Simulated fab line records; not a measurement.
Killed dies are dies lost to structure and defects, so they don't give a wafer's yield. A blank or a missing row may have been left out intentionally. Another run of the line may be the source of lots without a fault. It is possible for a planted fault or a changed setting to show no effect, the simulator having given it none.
The same fault as seen by 2 desks | flow n5 finfet | each desk has only its own numbers; what lay behind them comes last

== METROLOGY DESK ==
What the gauges read for every lot (on any tool): the sampled wafers with a number, averaged. The brackets show how far a lot's mean lies from the usual mean; more than 4 standard deviations puts the lot out of limits, marked OUT. Readings shown: 7 of its 10, picked as those furthest out on some lot.
Columns: A = DIBL_N at N5_BEOL_M4_RC_MEAS_101, usual 36.1 mV/V; B = IOFF_P at N5_BEOL_M4_RC_MEAS_101, usual 0.21 nA/um; C = ION_P at N5_BEOL_M4_RC_MEAS_101, usual 462 uA/um; D = SS_N at N5_BEOL_M4_RC_MEAS_101, usual 71.4 mV/dec; E = SS_P at N5_BEOL_M4_RC_MEAS_101, usual 73.2 mV/dec; F = VT_N at N5_BEOL_M4_RC_MEAS_101, usual 249.7 mV; G = VT_P at N5_BEOL_M4_RC_MEAS_101, usual -250 mV
lot  | first seen here | A    | B    | C   | D    | E    | F     | G
L516 | day 8 03:34     | 35.7 | 0.21 | 459 | 72.1 | 73.3 | 246.7 | -253
L519 | day 8 17:10     | 37.9 | 0.20 | 452 | 71.8 | 73.5 | 251.5 | -253
L521 | day 9 06:56     | 36.5 | 0.19 | 450 | 72.2 | 73.6 | 249.7 | -253
L525 | day 10 11:17    | 37.2 | 0.22 | 464 | 71.3 | 73.2 | 249.1 | -249
L526 | day 10 17:29    | 35.9 | 0.21 | 462 | 71.5 | 73.3 | 247.7 | -250
L527 | day 10 21:25    | 37.7 | 0.22 | 460 | 71.6 | 73.8 | 250.4 | -250
L535 | day 13 17:08    | 35.7 | 0.20 | 462 | 71.2 | 73.6 | 251.4 | -251
L517 | day 13 19:43    | 35.2 | 0.23 | 473 | 71.6 | 73.7 | 249.6 | -246
L538 | day 14 16:55    | 37.4 | 0.24 | 472 | 70.9 | 73.9 | 248.7 | -248
L537 | day 15 05:43    | 35.5 | 0.23 | 470 | 71.0 | 72.8 | 247.4 | -244
Finding of this desk: none of the 10 lots has anything out of limits.

== DESK OF THE TOOL OWNER: pecvd-04 ==
The tool's own readings at N5_BEOL_M8_PECVD_70 (deposits SiO2 from TEOS/O2, target thk 20 nm, time 22.7 s): means of the sampled wafers that have a number, for each lot that ran on this tool. The brackets show how far a lot's mean lies from the usual mean; more than 4 standard deviations puts the lot out of limits, marked OUT.
Columns: A = chamber pressure Torr at N5_BEOL_M8_PECVD_70, usual 5.499 Torr; B = heater power outer w at N5_BEOL_M8_PECVD_70, usual 420 W; C = heater power w at N5_BEOL_M8_PECVD_70, usual 721 W; D = showerhead plenum p Torr at N5_BEOL_M8_PECVD_70, usual 8.78 Torr; E = throttle valve pct at N5_BEOL_M8_PECVD_70, usual 21.8 %
lot  | first seen here | A     | B   | C   | D    | E
L521 | day 10 09:55    | 5.497 | 467 | 797 | 8.78 | 21.5
L526 | day 12 13:14    | 5.499 | 464 | 807 | 8.78 | 21.6
L517 | day 15 04:31    | 5.497 | 493 | 844 | 8.80 | 21.8
L537 | day 16 17:48    | 5.504 | 484 | 806 | 8.79 | 21.5
Finding of this desk: none of the 4 lots has anything out of limits.

== PUT TOGETHER ==
At the metrology desk, nothing out of limits was observed.
The desk of the tool owner found nothing out of limits.

== WHAT THE SIMULATOR PUT IN ==
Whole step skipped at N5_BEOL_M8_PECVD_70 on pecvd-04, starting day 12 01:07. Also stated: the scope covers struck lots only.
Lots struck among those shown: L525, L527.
